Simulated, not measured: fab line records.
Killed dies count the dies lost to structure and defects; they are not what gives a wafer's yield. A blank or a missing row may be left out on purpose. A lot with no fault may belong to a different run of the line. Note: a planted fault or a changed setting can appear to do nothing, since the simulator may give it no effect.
fab line records | flow n5_finfet
[record] lots = 6 wafers = 18 last_day = 16
route steps=1938 shown SD_EPI_P@307 SD_ACTIVATION@330 ILD0@335 SDB@347 MOL_CONTACT_COAG@538
lots untouched by any fault: they come from a run of this same line in which no faults occurred
start_h: hours from the record's first day to the start of the lot's first wafer shown | wait_h: hours elapsed since this lot's preceding step | " same as the row above | L1.1+2: several wafers, shown together as one row | - value missing, or start not given | * or withheld: withheld | < > ~ a bound
route shown NAME@n: NAME is a module with steps in the file, n the number in the route of the first one | usual: average and standard deviation across the fault-free wafers | same: alike in all rows | chamber/n: place in a boat | sites: readings site by site | _std_site: the values' standard deviation | _edge_site: mean of outer sites minus mean of inner sites | radius_mm: how far each site lies from the wafer's centre | mask NAME#n: copy n | behind: the last tool/chamber to shape the wafer | hold: what put the lot on hold/how long, in hours/how the hold closed | device: the n, p or np transistor that did not switch | end of line: the same wafers' tests at the end of the route | a step with no rows: only its recipe | killed: dies lost to structure and defects at the first sort, not the wafer's yield | map: a wafer's dies, x killed, . not, _ none there
set.NAME: setting as actually run; set.NAME@STEP: the setting as run at that earlier step | model.NAME: the simulator's own value behind a step, which no gauge read
lots at selected steps of the route; one table per step, one row per wafer
services: when a tool's chamber went out of use (start_h, in hours from the record's first day, below 0 if earlier), for how many hours, and the reason
[[steps]]
[step N5_SD_EPI_P_ETCH_36]
[recipe] chemistry = CF4 target = SiARC target_depth_a = 455 mask_material = CAR-ArF-block time_s = 75.8 ion_energy_ev = 80 pressure_mtorr = 40 source_w = 545 bias_w = 36 Ar_flow_sccm = 100 cf4_flow_sccm = 100 ends = cleared
[step N5_SD_EPI_P_ETCH_37]
[recipe] chemistry = N2/H2 target = SOC overetch_a = 1080 mask_material = SiARC temp_c = 40 ion_energy_ev = 100 source_w = 3000 bias_w = 133 pressure_mtorr = 20 time_s = 486 n2_flow_sccm = 200 h2_flow_sccm = 200 ends = end_point
[step N5_SD_EPI_P_STRIP_38]
[recipe] chemistry = N2/H2 temp_c = 40 n2_flow_sccm = 200 h2_flow_sccm = 200 rf_frequency_hz = 6e+07
[step N5_SD_EPI_P_ETCHBACK_46]
[recipe] chemistry = CH3F/O2 mode = anisotropic_etchback target = SiNx target_depth_a = 175 stop_on = SiO2 over_etch_frac = 0.3 ion_energy_ev = 120 pressure_mtorr = 30 source_w = 395 bias_w = 73 Ar_flow_sccm = 150 CH3F_flow_sccm = 30 O2_flow_sccm = 20
[usual] bias_w = 73.00/0.2 drypump_motor_current_A = 5.6/0.33 oes_ar_750_au = 0.81/0.09 oes_o_777_au = 0.80/0.09 oes_product_au = 0.69/0.085 rf_vpp_V = 297/6.6 showerhead_plenum_p_Torr = 2.05/0.041 throttle_valve_pct = 16.24/0.21
// columns lot.wafer tool chamber start_h wait_h bias_w drypump_motor_current_A oes_ar_750_au oes_o_777_au oes_product_au rf_hours_counter_h rf_vpp_V showerhead_plenum_p_Torr throttle_valve_pct
L748.1 rie_diel-01 2 66.95 0.0 72.86 5.8 0.97 1.01 0.82 6 298 1.98 16.40
L748.4 " 0 " " 73.41 5.6 0.72 0.72 0.61 203 291 1.98 16.47
L748.5 " 3 " " 72.83 6.2 0.72 0.72 0.60 - 288 1.99 16.38
L752.1 rie_diel-01 1 90.69 0.0 73.04 5.7 0.86 0.82 0.77 31 300 2.12 16.20
L752.3 " 2 " " 73.07 5.8 0.95 0.98 0.80 11 299 1.97 16.42
L752.5 " 0 " " 73.01 5.6 0.72 0.71 0.61 - 291 1.98 16.48
L755.2 rie_diel-05 1 108.97 0.0 73.04 5.6 0.89 0.87 0.79 19 292 2.06 16.20
L755.3 " 0 " " 73.11 5.0 0.74 0.75 0.62 190 293 2.09 16.30
L755.6 " 1 " " 72.89 5.6 0.90 0.88 0.78 - 291 2.06 16.20
L762.1 rie_diel-05 0 150.02 0.0 72.90 5.0 0.73 0.74 0.61 203 292 2.08 16.32
L762.4 " 3 " " 72.66 5.8 0.70 0.67 0.60 250 292 2.07 16.28
L762.6 " 2 " " 72.82 5.7 0.90 0.88 0.81 - 307 2.03 15.95
L763.2 rie_diel-01 0 156.97 0.0 73.12 5.7 0.70 0.70 0.59 233 291 1.97 16.50
L763.4 " 0 " " 73.14 5.6 0.71 0.69 0.59 - 292 1.97 16.50
L763.6 " 2 " " 73.12 5.8 0.91 0.94 0.76 - 298 1.97 16.45
L766.1 rie_diel-05 2 172.75 0.0 72.96 5.7 0.89 0.87 0.79 21 306 2.03 15.97
L766.3 " 0 " " 72.86 5.0 0.73 0.73 0.60 211 293 2.08 16.33
L766.5 " 2 " " 72.86 5.7 0.89 0.87 0.78 - 307 2.03 15.99
[step N5_SD_EPI_P_ETCH_47]
[recipe] chemistry = CH3F/O2 target = SiOCN target_depth_a = 250 mask_material = SOC ion_energy_ev = 60 bias_w = 29 pressure_mtorr = 30 source_w = 410 Ar_flow_sccm = 150 CH3F_flow_sccm = 30 O2_flow_sccm = 20
[step N5_SD_EPI_P_ETCH_16]
[recipe] chemistry = CHF3/O2 target = SiO2 target_depth_a = 50 mask_material = SOC pressure_mtorr = 30 source_w = 650 bias_w = 170 Ar_flow_sccm = 200 CHF3_flow_sccm = 50 O2_flow_sccm = 5 ion_energy_ev = 200
[step N5_SD_EPI_P_STRIP_50]
[recipe] chemistry = CHF3/O2 resist = SiARC rf_frequency_hz = 6e+07
[step N5_SD_EPI_P_SD_RECESS_17]
[recipe] chemistry = HBr/Cl2/O2 target_depth_a = 391 bt_time_s = 3 pressure_mtorr = 10 icp_w = 800 bias_w = 112 HBr_flow_sccm = 150 Cl2_flow_sccm = 80 O2_flow_sccm = 12
[step N5_SD_EPI_P_WET_ETCH_45]
[recipe] chemistry = dHF dilution = withheld time_s = 10.7 target = SiO2 target_depth_a = 20 temp_c = 25 dry = ipa_marangoni rinse_time_s = 30 rinse_temp_c = 23
[step N5_SD_EPI_P_STRIP_40]
[recipe] chemistry = N2/H2 power_w = 1000 temp_c = 250 h2_frac = 0.65 overash_fraction = 0.3 pressure_mtorr = withheld n2_flow_sccm = 1750 h2_flow_sccm = 3250
[usual] drypump_motor_current_A = 5.4/0.64 heater_power_w = 308/8.2 oes_product_au = 0.760/0.011
// columns lot.wafer tool chamber start_h wait_h drypump_motor_current_A heater_power_w oes_product_au rf_hours_counter_h
L748.1 plasma_asher-01 1 67.38 0.0 4.7 322 0.741 35
L748.4 " 0 " " 5.9 313 0.756 -
L748.5 " 1 " " 4.7 318 0.774 -
L752.1 plasma_asher-02 0 91.10 0.0 4.8 293 0.751 93
L752.3 " 1 " " 6.1 306 0.778 -
L752.5 " 0 " " 4.8 296 0.777 -
L755.2 plasma_asher-02 0 109.38 0.0 4.8 301 0.759 96
L755.3 " 0 " " 4.8 297 0.764 -
L755.6 " 1 " " 6.2 316 0.773 -
L762.1 plasma_asher-02 0 150.44 0.0 4.8 301 0.760 99
L762.4 " 1 " " 6.2 304 0.754 -
L762.6 " 1 " " 6.2 302 0.762 -
L763.2 plasma_asher-01 0 157.39 0.0 5.9 309 0.761 56
L763.4 " 0 " " 5.9 316 0.771 -
L763.6 " 1 " " 4.7 314 0.750 -
L766.1 plasma_asher-02 0 173.17 0.0 4.8 302 0.739 104
L766.3 " 1 " " 6.2 305 0.757 -
L766.5 " 1 " " 6.2 309 0.742 -
[step N5_SD_EPI_P_PRECLEAN_52]
[recipe] chemistry = O3/DIW time_s = 60 temp_c = 22 o3_ppm = 10
[step N5_SD_EPI_P_SRD_20]
[recipe] dry = ipa_marangoni do_ppb = 5 time_s = 30 temp_c = 23 rinse_liquid = diw
[step N5_SD_EPI_P_PRECLEAN_51]
[recipe] chemistry = NF3:NH3 afs_cycles = 1 temp_c = 30 time_s = 20 sublimation_temp_c = 180 sublimation_time_s = 60 pressure_torr = 3 rf_power_w = 30
[usual] susceptor_temp_C = 29.97/0.11
// columns lot.wafer tool chamber start_h wait_h susceptor_temp_C model.SiNx_of_SD_EPI_N_LINER_46.thk_nm
L748.1 epi_rpcvd-03 0 67.55 0.0 29.88 2.6
L748.4 " 0 " " 29.80 2.6
L748.5 " 0 " " 29.87 2.6
L752.1 epi_rpcvd-02 0 91.26 0.0 30.14 2.6
L752.3 " 0 " " 30.07 2.6
L752.5 " 0 " " 29.81 2.6
L755.2 epi_rpcvd-04 0 109.57 0.1 30.03 2.6
L755.3 " 0 " " 30.03 2.6
L755.6 " 0 " " 29.93 2.6
L762.1 epi_rpcvd-04 0 150.59 0.0 - 3
L762.4 " 0 " " - 3
L762.6 " 0 " " - 3
L763.2 epi_rpcvd-04 0 157.58 0.1 - 3
L763.4 " 0 " " - 3
L763.6 " 0 " " - 3
L766.1 epi_rpcvd-02 0 173.32 0.0 30.18 2.6
L766.3 " 0 " " 30.04 2.6
L766.5 " 0 " " 29.91 2.6
[step N5_SD_EPI_P_VAPOR_ETCH_44]
[recipe] chemistry = NF3/Ar target = SiGe30 temp_c = 25 time_s = 3.3 mode = isotropic
[step N5_SD_EPI_P_EPI_21]
[recipe] material = SiGe:B dopant = B temp_c = 550 pressure_torr = 20 ambient = H2 time_s = 355
[usual] susceptor_temp_C = 550.0/0.32
// columns lot.wafer tool chamber start_h wait_h susceptor_temp_C model.SiGe-B_of_SD_EPI_P_EPI_21.thk_nm
L748.1 epi_rpcvd-03 0 67.91 0.1 550.0 61.2
L748.4 " 0 68.99 1.1 550.3 61.4
L748.5 " 0 " " 549.8 60.6
L752.1 epi_rpcvd-02 0 91.62 0.1 550.1 60.8
L752.3 " 0 " " 550.2 61.6
L752.5 " 0 " " 550.2 62.2
L755.2 epi_rpcvd-04 0 110.26 0.5 550.4 62
L755.3 " 0 " " 550.7 62.2
L755.6 " 0 111.70 1.8 550.6 61.8
L762.1 epi_rpcvd-04 0 150.95 0.1 550.5 15.8
L762.4 " 0 152.03 1.1 550.6 15.8
L762.6 " 0 " " 550.4 15.8
L763.2 epi_rpcvd-04 0 158.27 0.5 550.0 15.6
L763.4 " 0 " " 550.4 15
L763.6 " 0 " " 550.2 15.8
L766.1 epi_rpcvd-02 0 173.68 0.1 550.0 60.8
L766.3 " 0 " " 549.9 61
L766.5 " 0 " " 549.1 61.2
[step N5_SD_EPI_P_EPI_MEAS_23]
[recipe] mode = xrd
[usual] thk_nm = 60.9/1.3
// columns lot.wafer tool chamber start_h wait_h thk_nm
L748.1 film_metro-01 - 70.10 1.8 59.8
L748.4 " - " " 61.6
L748.5 " - " " 60.2
L752.1 film_metro-02 - 93.82 1.8 60.0
L752.3 " - " " 61.1
L752.5 " - " " 61.8
L755.2 film_metro-02 - 112.12 1.5 61.2
L755.3 " - " " 60.4
L755.6 " - " " 62.2
L762.1 film_metro-01 - 153.15 1.8 15.4
L762.4 " - " " 18.4
L762.6 " - " " 16.6
L763.2 film_metro-02 - 160.11 1.5 14.5
L763.4 " - " " 14.9
L763.6 " - " " 16.2
L766.1 film_metro-02 - 175.90 1.9 60.5
L766.3 " - " " 59.7
L766.5 " - " " 63.9
[step N5_SD_EPI_P_HM_STRIP_48]
[recipe] chemistry = H3PO4 temp_c = 160 material = SiNx target = SiNx target_depth_a = 30 overetch_fraction = 0.3
[step N5_SD_EPI_P_SRD_49]
[recipe] dry = ipa_marangoni time_s = 30 temp_c = 23 rinse_liquid = diw
[step N5_SD_EPI_P_PRECLEAN_24]
[recipe] chemistry = O3/DIW time_s = 45 temp_c = 22 o3_ppm = 10
[step N5_SD_EPI_P_PRECLEAN_32]
[recipe] chemistry = dHF time_s = 10 dilution = 500:1 temp_c = 25
[step N5_SD_EPI_P_PRECLEAN_33]
[recipe] chemistry = SC2 time_s = 45 temp_c = 35 mix = 1:1:50
[step N5_SD_EPI_P_SRD_25]
[recipe] time_s = 30 temp_c = 23 rinse_liquid = diw dry = ipa_marangoni
[step N5_SD_EPI_P_INSPECT_26]
[recipe] inspect_instrument = darkfield mode = post_epi
[usual] raw_defect_count = 190/36
// columns lot.wafer tool chamber start_h wait_h raw_defect_count
L748.1 defect_inspect-01 - 70.39 0.0 223
L748.4 " - " " 252
L748.5 " - " " 174
L752.1 defect_inspect-02 - 94.01 0.0 236
L752.3 " - " " 217
L752.5 " - " " 208
L755.2 defect_inspect-01 - 112.30 0.0 221
L755.3 " - " " 268
L755.6 " - " " 249
L762.1 defect_inspect-01 - 153.32 0.0 161
L762.4 " - " " 196
L762.6 " - " " 198
L763.2 defect_inspect-01 - 160.28 0.0 189
L763.4 " - " " 238
L763.6 " - " " 193
L766.1 defect_inspect-02 - 176.07 0.0 166
L766.3 " - " " 187
L766.5 " - " " 207
[step N5_SD_ACTIVATION_RTA_00]
[recipe] temp_c = 975 time_s = 0 ambient = N2 idle_temp_c = 600 ramp_up_c_per_s = 150 ramp_down_c_per_s = 60 cool_to_c = 600
[step N5_SD_ACTIVATION_LSA_01]
[recipe] temp_c = 1080 time_s = 0.0008 ambient = N2
[usual] wafer_temp_C_max = 1087.5/1.7
// columns lot.wafer tool chamber start_h wait_h wafer_temp_C_max
L748.1 laser_anneal-01 0 70.62 0.2 1089.2
L748.4 " 0 " " 1086.1
L748.5 " 0 " " 1088.8
L752.1 laser_anneal-01 0 94.24 0.2 1087.5
L752.3 " 0 " " 1088.1
L752.5 " 0 " " 1092.3
L755.2 laser_anneal-02 0 112.66 0.2 1085.7
L755.3 " 0 " " 1087.9
L755.6 " 0 " " 1087.5
L762.1 laser_anneal-01 0 153.55 0.2 1089.3
L762.4 " 0 " " 1088.0
L762.6 " 0 " " 1090.8
L763.2 laser_anneal-02 0 160.54 0.2 1086.8
L763.4 " 0 " " 1084.1
L763.6 " 0 " " 1085.6
L766.1 laser_anneal-01 0 176.39 0.2 1088.2
L766.3 " 0 " " 1089.8
L766.5 " 0 " " 1091.0
[step N5_SD_ACTIVATION_INSPECT_02]
[recipe] inspect_instrument = darkfield mode = post_anneal
[usual] raw_defect_count = 190/35
// columns lot.wafer tool chamber start_h wait_h raw_defect_count
L748.1 defect_inspect-02 - 71.15 0.2 227
L748.4 " - " " 248
L748.5 " - " " 172
L752.1 defect_inspect-01 - 94.77 0.2 231
L752.3 " - " " 218
L752.5 " - " " 187
L755.2 defect_inspect-02 - 113.15 0.1 225
L755.3 " - " " 278
L755.6 " - " " 258
L762.1 defect_inspect-02 - 154.08 0.2 159
L762.4 " - " " 194
L762.6 " - " " 218
L763.2 defect_inspect-02 - 161.04 0.2 183
L763.4 " - " " 237
L763.6 " - " " 206
L766.1 defect_inspect-01 - 176.91 0.2 157
L766.3 " - " " 188
L766.5 " - " " 204
[step N5_ILD0_LINER_00]
[recipe] material = SiNx target_thk_a = 40 temp_c = 400 ald_precursor_family = SiH2I2 ald_co_reactant = N2/H2-plasma pulse_time_s = 1 purge_time_s = 2 co_reactant_purge_time_s = 2 ald_cycles = 80 pressure_torr = 2
[usual] heater_power_w = 813/79 precursor_pulse_height_rel = 0.998/0.02 susceptor_temp_C = 399.94/0.23
[same] ald_cycles = 80
// columns lot.wafer tool chamber start_h wait_h heater_power_w precursor_pulse_height_rel susceptor_temp_C
L748.1 ald_sin-02 1 71.19 0.0 760 0.998 400.24
L748.4 " 0 " " 849 1.004 399.70
L748.5 " 1 " " 734 0.936 400.09
L752.1 ald_sin-04 3 95.02 0.3 818 0.995 400.30
L752.3 " 1 " " 823 1.013 399.47
L752.5 " 2 " " 856 0.984 399.90
L755.2 ald_sin-04 3 113.48 0.3 809 0.981 399.95
L755.3 " 2 " " 878 1.006 399.75
L755.6 " 1 " " 810 0.987 399.63
L762.1 ald_sin-04 3 154.11 0.0 805 1.012 400.00
L762.4 " 2 " " 893 0.986 399.73
L762.6 " 2 " " 888 1.000 399.86
L763.2 ald_sin-02 1 161.08 0.0 725 0.995 399.87
L763.4 " 1 " " 731 0.963 399.81
L763.6 " 2 " " 869 0.985 400.09
L766.1 ald_sin-04 1 176.95 0.0 797 1.031 399.72
L766.3 " 2 " " 866 0.996 400.06
L766.5 " 2 " " 895 0.990 400.15
[step N5_ILD0_FCVD_FILL_01]
[recipe] material = SiO2_flowable target_thk_a = 2000 temp_c = 100 pressure_torr = 0.8 rf_w = 2000 time_s = 328.3
[step N5_ILD0_CURE_02]
[recipe] temp_c = 450 time_s = 1800 ambient = steam idle_temp_c = 400 ramp_up_c_per_min = 5 ramp_down_c_per_min = 3 densification_p_h2o_torr = 640
[step N5_ILD0_CMP_03]
[recipe] stop_on = SiNx t_overpolish_s = 1.9 post_cmp_clean = alkaline_brush down_force_psi = 4.1491 platen_rpm = 51.796 pad_velocity_m_s = 1.0306 target_thk_nm = 197.38
[step N5_ILD0_THK_MEAS_04]
[usual] thk_nm = 196.9/1.3
// columns lot.wafer tool chamber start_h wait_h thk_nm
L748.1 film_metro-01 - 73.85 - 196.3
L748.4 " - " " 193.6
L748.5 " - " " 195.5
L752.1 film_metro-02 - 97.70 - 196.8
L752.3 " - " " 197.6
L752.5 " - " " 197.0
L755.2 film_metro-01 - 116.62 - 199.7
L755.3 " - " " 195.7
L755.6 " - " " 196.7
L762.1 film_metro-02 - 156.77 - 197.3
L762.4 " - " " 196.5
L762.6 " - " " 196.0
L763.2 film_metro-02 - 163.74 - 194.4
L763.4 " - " " 196.7
L763.6 " - " " 198.6
L766.1 film_metro-01 - 179.62 - 198.2
L766.3 " - " " 197.4
L766.5 " - " " 195.4
[step N5_ILD0_CMP_07]
[recipe] stop_on = poly-Si material = SiO2_flowable t_overpolish_s = 1.18 post_cmp_clean = alkaline_brush down_force_psi = 4.1491 platen_rpm = 51.796 pad_velocity_m_s = 1.0306 target_thk_nm = 138.88
[step N5_ILD0_THK_MEAS_08]
[usual] thk_nm = 138.5/1.3
// columns lot.wafer tool chamber start_h wait_h thk_nm
L748.1 film_metro-02 - 74.17 - 137.1
L748.4 " - " " 138.4
L748.5 " - " " 138.3
L752.1 film_metro-01 - 98.02 - 138.4
L752.3 " - " " 139.2
L752.5 " - " " 138.9
L755.2 film_metro-01 - 116.95 - 140.6
L755.3 " - " " 140.0
L755.6 " - " " 137.4
L762.1 film_metro-01 - 157.10 - 137.2
L762.4 " - " " 138.3
L762.6 " - " " 138.1
L763.2 film_metro-01 - 164.06 - 137.7
L763.4 " - " " 139.7
L763.6 " - " " 138.2
L766.1 film_metro-02 - 179.94 - 138.2
L766.3 " - " " 141.2
L766.5 " - " " 141.8
[step N5_ILD0_PRECLEAN_10]
[recipe] chemistry = NF3:NH3 afs_cycles = 5 time_s = 20 temp_c = 30 sublimation_temp_c = 180 sublimation_time_s = 60 pressure_torr = 3 rf_power_w = 30
[step N5_ILD0_ALD_15]
[recipe] material = SiNx target_thk_a = 240 temp_c = 400 ald_precursor_family = SiH2I2 ald_co_reactant = N2/H2-plasma pulse_time_s = 1 ald_cycles = 480 purge_time_s = 2 co_reactant_purge_time_s = 2 pressure_torr = 2
[step N5_ILD0_CMP_12]
[recipe] stop_on = poly-Si material = SiNx t_overpolish_s = 6 post_cmp_clean = alkaline_brush down_force_psi = 2.5 platen_rpm = 51.8 pad_velocity_m_s = 1.0307 target_thk_nm = 17.67
[usual] motor_current_A = 9.0/0.96 overpolish_run_s = 6.001/0.0088 time_to_endpoint_s = 28/3.5
// columns lot.wafer tool chamber start_h wait_h motor_current_A overpolish_run_s time_to_endpoint_s
L748.1 cmp-03 0 77.75 1.1 8.3 6.010 27
L748.4 " 3 " " 11.0 6.009 27
L748.5 " 0 " " 8.1 6.000 27
L752.1 cmp-02 0 100.98 1.2 8.5 5.997 28
L752.3 " 1 " " 9.6 5.998 25
L752.5 " 0 " " 8.8 6.008 29
L755.3 cmp-04 3 120.15 1.2 8.3 6.013 26
L755.2 " 2 " " 10.2 6.007 32
L755.6 " 0 " " 9.5 6.014 30
L762.4 cmp-03 1 160.03 0.0 7.7 5.985 26
L762.1 " 3 " " 11.3 6.008 31
L762.6 " 1 " " 8.1 5.986 27
L763.4 cmp-03 0 167.01 1.2 7.9 6.006 29
L763.2 " 1 " " 8.1 6.007 25
L763.6 " 3 " " 10.7 6.015 27
L766.3 cmp-02 2 183.18 1.1 8.2 5.991 28
L766.1 " 3 " " 8.7 6.001 37
L766.5 " 2 " " 8.4 5.997 30
[step N5_ILD0_THK_MEAS_13]
[usual] thk_nm = 17.2/1.6
// columns lot.wafer tool chamber start_h wait_h thk_nm
L748.1 film_metro-02 - 78.05 - 15.5
L748.4 " - " " 15.8
L748.5 " - " " 16.0
L752.1 film_metro-01 - 101.23 - 17.0
L752.3 " - " " 16.2
L752.5 " - " " 16.5
L755.2 film_metro-02 - 120.44 - 19.6
L755.3 " - " " 16.4
L755.6 " - " " 18.2
L762.1 film_metro-01 - 160.32 - 18.1
L762.4 " - " " 17.0
L762.6 " - " " 17.6
L763.2 film_metro-02 - 167.27 - 16.2
L763.4 " - " " 16.1
L763.6 " - " " 18.5
L766.1 film_metro-01 - 183.47 - 20.9
L766.3 " - " " 17.9
L766.5 " - " " 18.3
[step N5_ILD0_INSPECT_06]
[recipe] inspect_instrument = darkfield mode = post_cmp
[usual] raw_defect_count = 38/15
// columns lot.wafer tool chamber start_h wait_h raw_defect_count
L748.1 defect_inspect-02 - 78.07 0.0 39
L748.4 " - " " 21
L748.5 " - " " 28
L752.1 defect_inspect-01 - 101.26 0.0 41
L752.3 " - " " 37
L752.5 " - " " 40
L755.2 defect_inspect-02 - 120.47 0.0 31
L755.3 " - " " 26
L755.6 " - " " 19
L762.1 defect_inspect-02 - 160.35 0.0 36
L762.4 " - " " 89
L762.6 " - " " 34
L763.2 defect_inspect-01 - 167.30 0.0 38
L763.4 " - " " 33
L763.6 " - " " 30
L766.1 defect_inspect-01 - 183.50 0.0 37
L766.3 " - " " 28
L766.5 " - " " 37
[step N5_SDB_HM_DEP_00]
[recipe] material = SiNx target_thk_a = 400 temp_c = 400 precursor = SiH4/NH3/N2 pressure_torr = 1.5 rf_w = 300 time_s = 35.3
[step N5_SDB_COAT_03]
[recipe] resist = SOC temp_c = 250 time_s = 60 spin_rpm = 1500 resist_thk_nm = 100
[step N5_MOL_CONTACT_COAG_ETCH_110]
[recipe] chemistry = CF4/O2 target = Si target_depth_a = 25 time_s = 8 pressure_mtorr = 100 source_w = 200 bias_w = 12 ion_energy_ev = 60 Ar_flow_sccm = 100 cf4_flow_sccm = 100 O2_flow_sccm = 10
[usual] bias_w = 12.00/0.038 drypump_motor_current_A = 5.58/0.28 oes_ar_750_au = 0.79/0.08 oes_o_777_au = 0.78/0.085 oes_product_au = 0.78/0.084 rf_vpp_V = 127/4.5 showerhead_plenum_p_Torr = 2.19/0.057 throttle_valve_pct = 10.78/0.25
// columns lot.wafer tool chamber start_h wait_h bias_w drypump_motor_current_A oes_ar_750_au oes_o_777_au oes_product_au rf_hours_counter_h rf_vpp_V showerhead_plenum_p_Torr throttle_valve_pct model.SiGe-B_of_SD_EPI_P_EPI_21.thk_nm
L748.1 rie_diel-02 2 100.49 0.0 12.03 5.70 0.73 0.72 0.74 181 126 2.21 10.93 58.4
L748.4 " 3 " " 11.98 5.76 0.69 0.69 0.70 242 130 2.19 11.10 58.6
L748.5 " 2 " " 12.05 5.72 0.73 0.73 0.74 - 124 2.21 10.93 57.6
L752.1 rie_diel-02 2 123.10 0.0 11.99 5.68 0.72 0.72 0.73 190 125 2.20 10.95 58
L752.3 " 0 " " 12.00 5.68 0.74 0.71 0.72 192 118 2.12 10.99 58.8
L752.5 " 1 " " 12.04 5.28 0.78 0.77 0.77 - 134 2.16 11.02 59.2
L755.2 rie_diel-02 2 142.72 0.0 12.00 5.69 0.71 0.71 0.73 200 123 2.20 10.96 59
L755.3 " 0 " " 11.97 5.68 0.73 0.71 0.72 201 121 2.12 11.02 59.4
L755.6 " 2 " " 11.97 5.70 0.72 0.71 0.72 - 123 2.20 11.00 58.8
L762.1 rie_diel-02 1 183.71 0.0 12.08 5.21 0.75 0.74 0.75 134 133 2.15 11.09 15
L762.4 " 2 " " 11.95 5.69 0.70 0.70 0.71 217 125 2.19 11.04 15
L762.6 " 0 " " 11.96 5.68 0.72 0.70 0.70 - 120 2.12 11.07 15
L763.2 rie_diel-02 3 190.74 0.0 11.96 5.74 0.91 0.92 0.93 16 131 2.18 10.43 14.8
L763.4 " 0 " " 12.01 5.70 0.72 0.70 0.70 219 119 2.12 11.08 14.4
L763.6 " 1 " " 11.93 5.21 0.76 0.74 0.74 - 133 2.15 11.12 15.2
L766.1 rie_diel-02 2 207.75 0.0 11.95 5.68 0.70 0.69 0.70 226 124 2.19 11.06 57.8
L766.3 " 3 " " 12.05 5.76 0.90 0.90 0.92 21 132 2.18 10.45 58
L766.5 " 3 " " 12.02 5.75 0.90 0.91 0.92 - 132 2.18 10.45 58.2
[[services]]
// columns tool chamber start_h hours kind
rie_diel-05 0 48.06 8.5 repair
cmp-03 - 51.33 1.6 repair
ald_sin-02 0 53.79 8.8 repair
cmp-03 - 59.37 3.5 repair
rie_diel-02 0 68.45 6.2 repair
cmp-03 - 68.99 4.0 pm
rie_diel-01 2 78.79 3.0 repair
rie_diel-02 - 91.15 2.8 pm
rie_diel-01 - 100.88 0.9 repair
plasma_asher-02 - 101.08 0.9 repair
cmp-03 - 109.17 2.9 repair
rie_diel-02 1 112.26 2.7 repair
ald_sin-04 3 118.43 18.7 repair
cmp-03 - 118.77 1.5 repair
plasma_asher-02 - 121.91 15.6 pm
plasma_asher-02 - 140.75 5.2 repair
cmp-03 - 142.80 0.4 repair
cmp-03 - 153.91 0.3 repair
rie_diel-05 3 154.00 3.5 repair
rie_diel-02 - 198.01 0.6 repair
rie_diel-05 - 200.69 1.2 repair
cmp-03 - 201.25 0.8 repair
rie_diel-02 1 204.08 6.8 repair
rie_diel-01 - 205.20 14.6 pm
[[key]]
[first_sign] step = N5_SD_EPI_P_EPI_MEAS_23 reading = thk_nm direction = down sigmas = 34 usual = * struck = *
effect none on later readings
[model_effect] step = N5_SD_EPI_P_PRECLEAN_51 value = SiNx_of_SD_EPI_N_LINER_46.thk_nm without = 2.6 struck = 3
[model_effect] step = N5_SD_EPI_P_EPI_21 value = SiGe-B_of_SD_EPI_P_EPI_21.thk_nm without = 61.1 struck = 15.63
[model_effect] step = N5_MOL_CONTACT_COAG_ETCH_110 value = SiGe-B_of_SD_EPI_P_EPI_21.thk_nm without = 58.2 struck = 14.9
met_at N5_SD_EPI_P_PRECLEAN_51
struck_wafers L762.1,L762.4,L762.6,L763.2,L763.4,L763.6
sort_left_out L762.1,L762.4,L762.6,L763.2,L763.4,L763.6
tester_left_out L762,L763
onset_between 109.57 150.59
also_fits N5_SD_EPI_P_EPI_21:epi_rpcvd-04
[fault] kind = process_parameter_drift tool = epi_rpcvd-04 chamber = - onset_h = 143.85 steps = N5_SD_EPI_P_PRECLEAN_51 channel = time_s offset = * shape = step acts_in = * stated = *
// tester_left_out: of these lots the tester's yield and bins aren't shown, on N5 and GAA mostly nor the transistor test; their killed dies are dies lost to structure and defects alone, not to doping, threshold or leakage, so they don't give the yield
// sort_left_out: the simulated sort isn't trusted on such a fault, so these wafers' sort isn't shown, and their yield isn't known
